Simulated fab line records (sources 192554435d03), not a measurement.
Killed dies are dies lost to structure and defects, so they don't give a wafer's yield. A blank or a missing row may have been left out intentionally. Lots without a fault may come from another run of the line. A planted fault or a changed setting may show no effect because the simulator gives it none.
The same fault as seen by 2 desks	flow n5 finfet	only its own numbers are on each desk; what lay behind them is given at the end

== FOR THE TOOL OWNER'S DESK: pecvd-02 ==
The tool's own readings at N5_BEOL_M5_ILD_DEP_00 (deposits SiCOH lowk from DEMS/porogen, target thk 140.64 nm, time 25.9 s): means of the sampled wafers that have a number, for each lot that ran on this tool. The brackets show how far a lot's mean lies from the usual mean; more than 4 standard deviations puts the lot out of limits, marked OUT.
Columns: A = heater power w at N5_BEOL_M5_ILD_DEP_00, usual 325 W; B = rf fwd power W at N5_BEOL_M5_ILD_DEP_00, usual 493.7 W; C = showerhead plenum p Torr at N5_BEOL_M5_ILD_DEP_00, usual 5.740 Torr; D = throttle valve pct at N5_BEOL_M5_ILD_DEP_00, usual 13.6 %
lot	first seen here	A	B	C	D
L858	day 10 21:41	341	493.3	5.732	13.6
L868	day 13 12:25	409	492.4	5.713	13.3
L873	day 14 04:52	348	491.2	5.732	13.6
L875	day 15 03:01	400	494.5	5.704	13.4
This desk's verdict: no lot among the 4 shows anything out of limits.

== METROLOGY DESK ==
Lot by lot, what the gauges showed, no matter which tool ran the lot: averages of those sampled wafers that carry a number. The brackets show how far a lot's mean lies from the usual mean; more than 4 standard deviations puts the lot out of limits, marked OUT. Of its 11 readings 7 are shown: the one that was out of limits first, and those that lie furthest out on some lot.
Columns: A = DIBL_N at N5_BEOL_M4_RC_MEAS_101, usual 36.0 mV/V; B = DIBL_P at N5_BEOL_M4_RC_MEAS_101, usual 36.2 mV/V; C = IOFF_N at N5_BEOL_M4_RC_MEAS_101, usual 0.16 nA/um; D = ION_N at N5_BEOL_M4_RC_MEAS_101, usual 672 uA/um; E = SS_N at N5_BEOL_M4_RC_MEAS_101, usual 71.4 mV/dec; F = VT_N at N5_BEOL_M4_RC_MEAS_101, usual 250 mV; G = M5_ILD_THK at N5_BEOL_M5_THK_MEAS_01, usual 120.9 nm
lot	first seen here	A	B	C	D	E	F	G
L853	day 9 13:01	35.0	35.5	0.15	677	71.1	249	119.8
L854	day 9 15:42	32.6	33.6	0.12	672	70.6	253	122.3
L859	day 10 19:05	34.4	34.6	0.13	662	70.8	253	120.2
L858	day 10 20:53	35.9	37.6	0.16	667	71.7	251	121.6
L866	day 12 06:52	36.7	36.5	0.17	677	71.7	248	121.1
L864	day 12 09:06	33.9	35.5	0.14	661	71.4	251	121.2
L868	day 13 11:36	35.4	36.3	0.15	673	71.3	250	119.7
L870	day 13 14:39	33.5	32.0	0.10	652	70.3	256	122.0
L873	day 14 03:54	35.0	34.5	0.14	673	71.3	252	90.1 (-18) OUT
L875	day 15 02:30	36.3	38.4	0.18	688	71.9	248	89.2 (-19) OUT
This desk reports L873, L875 out of limits; the earliest was L873 at day 14 05:26 (M5_ILD_THK at N5_BEOL_M5_THK_MEAS_01). Within limits: L853, L854, L859, L858, L866, L864, L868, L870.

== ALL TOGETHER ==
The metrology desk could have raised an alarm at day 14 05:26, on L873, L875.
The desk of the tool owner found nothing out of limits.
On record at the tool owner's desk: L873, L875, within its limits.
All the named lots went through N5_BEOL_M5_ILD_DEP_00 on pecvd-02.

== WHAT THE SIMULATOR HAD INSERTED ==
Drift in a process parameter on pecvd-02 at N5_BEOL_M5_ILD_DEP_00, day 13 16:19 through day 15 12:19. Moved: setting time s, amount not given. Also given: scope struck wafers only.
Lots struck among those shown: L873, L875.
Delay in hours, fault start to first out-of-limits reading, per desk: metrology desk 13.
